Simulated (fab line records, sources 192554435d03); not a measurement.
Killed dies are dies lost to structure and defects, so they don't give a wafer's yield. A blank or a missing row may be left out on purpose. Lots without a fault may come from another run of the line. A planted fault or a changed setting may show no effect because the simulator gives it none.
A struck lot beside a sound one | flow n5_finfet | 37 steps out of a route of 1938
Sound: wafers L325.1, L325.3, L325.4. Struck: wafers L323.1, L323.3, L323.4. The cause comes at the end.
At each step with rows: each side's tool, then ch and its chambers, then its first start. Under that, the readings that differ: sound wafers | struck wafers | difference of the means | sigmas: that difference in standard deviations of wafers without a fault.
alike: readings whose means differ by less than 2 such deviations, and words and numbers that are the same on both sides. not compared: withheld readings, readings that some wafer has no value for, bounds like >300 that may hide the same value, and numbers for which the record gives no deviation and whose values overlap.
The two part at a step that has a row with sigmas, a row that says differs or no value, or rows on one side only. Numbers that don't overlap but have no deviation are shown without sigmas and don't part them. A reading that every wafer of one side lacks parts them only if that side has two wafers or more.

first, 9 steps without rows for these wafers: N5_BEOL_M4_ANNEAL_95 (time 240 s); N5_BEOL_M4_SPUTTER_96 (material Cu, target thk 4.5 nm, time 8.29 s); N5_BEOL_M4_ECD_50 (material Cu, target thk 300 nm); N5_BEOL_M4_ANNEAL_51 (time 90 s); N5_BEOL_M4_CMP_52 (polishes, stops on SiOC, t overpolish 6.8 s, target thk 40 nm); N5_BEOL_M4_PRE_CLEAN_60 (time 15 s); N5_BEOL_M4_CO_CAP_55 (material Co, precursor CCTBA/H2, target thk 2 nm, time 102.1 s); N5_BEOL_M4_PRE_CLEAN_56 (time 15 s); N5_BEOL_M4_DEP_57 (deposits SiCN from 3MS/NH3, target thk 8 nm, time 14 s).
N5_BEOL_M4_RC_MEAS_101:
  sound on prober-02 ch 0, day 10 16:47; struck on prober-01 ch 0, day 10 03:49
  alike: DIBL_N, DIBL_P, IOFF_N, IOFF_P, ION_N, ION_P, SS_N, SS_P, VT_N, VT_P
then, 24 steps without rows for these wafers: N5_BEOL_M5_ILD_DEP_00 (deposits SiCOH lowk from DEMS/porogen, target thk 140.64 nm, time 25.9 s); N5_BEOL_M5_CURE_79 (cures SiCOH lowk, time 240 s); N5_BEOL_M5_PECVD_70 (deposits SiO2 from TEOS/O2, target thk 16 nm, time 18 s); N5_BEOL_M5_HM_DEP_02 (deposits TiN, target thk 20 nm); N5_BEOL_M5_COAT_59 (time 60 s, resist thk 60 nm); N5_BEOL_M5_COAT_60 (time 60 s, resist thk 12 nm); N5_BEOL_M5_COAT_71 (time 60 s, resist thk 5 nm); N5_BEOL_M5_COAT_05 (resist thk 30 nm); N5_BEOL_M5_EBR_07; N5_BEOL_M5_SOFTBAKE_06 (time 60 s); N5_BEOL_M5_EXPOSE_08 (exposes mask M5, target cd 28 nm); N5_BEOL_M5_PEB_09 (peb time 60 s); N5_BEOL_M5_DEVELOP_10 (develop time 30 s); N5_BEOL_M5_DESCUM_16 (chemistry O2, time 7 s); N5_BEOL_M5_ETCH_72 (etches underlayer in N2/H2, target depth 6.5 nm, time 5.2 s); N5_BEOL_M5_ETCH_61 (etches SiARC in CF4, target depth 15.6 nm, time 26 s); N5_BEOL_M5_ETCH_62 (etches SOC in N2/H2, target depth 75 nm, overetch 15 nm, time 112.5 s); N5_BEOL_M5_STRIP_63 (strips in N2/H2); N5_BEOL_M5_STRIP_73 (strips in N2/H2); N5_BEOL_M5_STRIP_64 (strips in CF4); N5_BEOL_M5_HM_OPEN_17 (chemistry Cl2/BCl3, target TiN, target depth 20 nm, overetch 6 nm); N5_BEOL_M5_STRIP_19 (strips in O2); N5_BEOL_M5_COAT_65 (time 60 s, resist thk 60 nm); N5_BEOL_M5_COAT_66 (time 60 s, resist thk 12 nm).
N5_BEOL_M7_ALD_77: deposits TaN, target thk 2 nm, pulse time 2 s, purge time 3 s.
  sound on ald_metal-04 ch 0,1,2, day 11 21:29; struck on ald_metal-04 ch 0,1,2, day 11 11:34
  no value came back on the struck wafers for any of 5 readings (ald_cycles, chamber_pressure_Torr (Torr) and others); on the sound wafers ald_cycles reads 40 40 40
N5_BEOL_M7_CMP_52: polishes, stops on SiCOH lowk, t overpolish 6.9 s, target thk 80 nm.
  sound on cmp-04 ch 0,1,3, day 11 22:38; struck on cmp-02 ch 0,1,3, day 11 12:54
  reading                      | sound          | struck         | difference | sigmas
  barrier_field_endpoint_s (s) | 29.0 29.2 29.3 | 26.5 27.2 27.4 | -2.1       | -3
  alike: motor_current_A
-- the record jumps here: 4 days lie between the struck wafers' starts before and after (it left off in module BEOL_M7 and takes up again in module PASSIVATION, whose first step shown is number 1936 of the route) --
N5_PASSIVATION_PROBE_49:
  sound on prober-01, day 15 11:55; struck on prober-01, day 15 03:40
  reading                  | sound          | struck            | difference | sigmas
  defect_limited_yield (%) | 91.4 92.1 91.9 | 0 0 0             | -92        | -61
  killed_at_M4_up          | 18 15 9        | 1081 1071 1065    | +1058      | +99 or more
  killed_dies              | 102 93 96      | 1180 1180 1180    | +1083      | +60
  killed_on_rim            | 16 9 11        | 152 152 152       | +140       | +34
  sort_bin_4_leakage (%)   | 0 0 0          | 91.19 89.75 89.32 | +90.09     |
  sort_n_pass              | 1078 1087 1084 | 0 0 0             | -1083      | -60
  sort_yield_pct (%)       | 91.4 92.1 91.9 | 0 0 0             | -92        | -61
  alike: killed_at_M0_to_M3, killed_at_contacts, killed_at_front_end, killed_at_other, killed_open, killed_short, sort_bin_5_function, sort_bin_6_memory

WHERE THEY PART
First at N5_BEOL_M7_ALD_77; last, within this record, at N5_PASSIVATION_PROBE_49.

WHY: what the simulator had put in
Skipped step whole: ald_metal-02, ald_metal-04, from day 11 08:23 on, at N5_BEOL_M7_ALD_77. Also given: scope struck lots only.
